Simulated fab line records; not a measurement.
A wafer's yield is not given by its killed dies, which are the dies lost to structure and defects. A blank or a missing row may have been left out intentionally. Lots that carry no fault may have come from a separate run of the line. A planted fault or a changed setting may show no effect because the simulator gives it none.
Matching of chambers | flow nandHarc | 4 sister chambers for NHARC_A_BLC_STRIP_29 on rieDiel-04
The step strips in CF4. 4 wafers are shown with their chamber, then 10 later ones without.

## WAFERS PAIRED WITH THEIR CHAMBERS
wafer  | chamber | oesProductAu (a.u.)
L079.1 | 1       | 1.012
L081.4 | 3       | 1.013
L084.2 | 2       | 0.986
L084.4 | 0       | 0.977

## WAFERS MISSING THEIR CHAMBER
wafer  | oesProductAu (a.u.)
L084.5 | 1.008
L090.1 | 0.993
L090.5 | 1.002
L090.6 | 0.990
L095.2 | 1.014
L095.3 | 0.993
L095.6 | 1.000
L096.2 | 1.017
L096.4 | 1.006
L096.5 | 0.987

## EACH ONE'S CHAMBER
wafer  | from the rows above               | in truth
L084.5 | can't be placed: 1 or 3           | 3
L090.1 | can't be placed: 2 or 0 or 1 or 3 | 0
L090.5 | can't be placed: 1 or 3 or 2      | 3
L090.6 | can't be placed: 2 or 0           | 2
L095.2 | can't be placed: 3 or 1           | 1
L095.3 | can't be placed: 2 or 0 or 1 or 3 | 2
L095.6 | can't be placed: 1 or 3 or 2 or 0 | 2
L096.2 | can't be placed: 3 or 1           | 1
L096.4 | can't be placed: 1 or 3           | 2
L096.5 | can't be placed: 2 or 0           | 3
Correct placement for 0 of the 10. Cannot be placed on the basis of these rows: 10; the candidates contain the true chamber in 8. Wrongly placed: 0.
How it was worked out, from the rows above alone: a wafer's distance from a chamber is the root of the sum, over the readings, of the square of ((its reading less the chamber's mean) divided by the reading's scatter). If the next closest chamber is less than 2 further off than the closest, the wafer can't be placed; otherwise it belongs to the closest. The mean given for a chamber averages the wafers shown for that chamber. The scatter: root of mean squared gap, hidden wafer to nearest shown wafer, with one shown wafer a chamber.
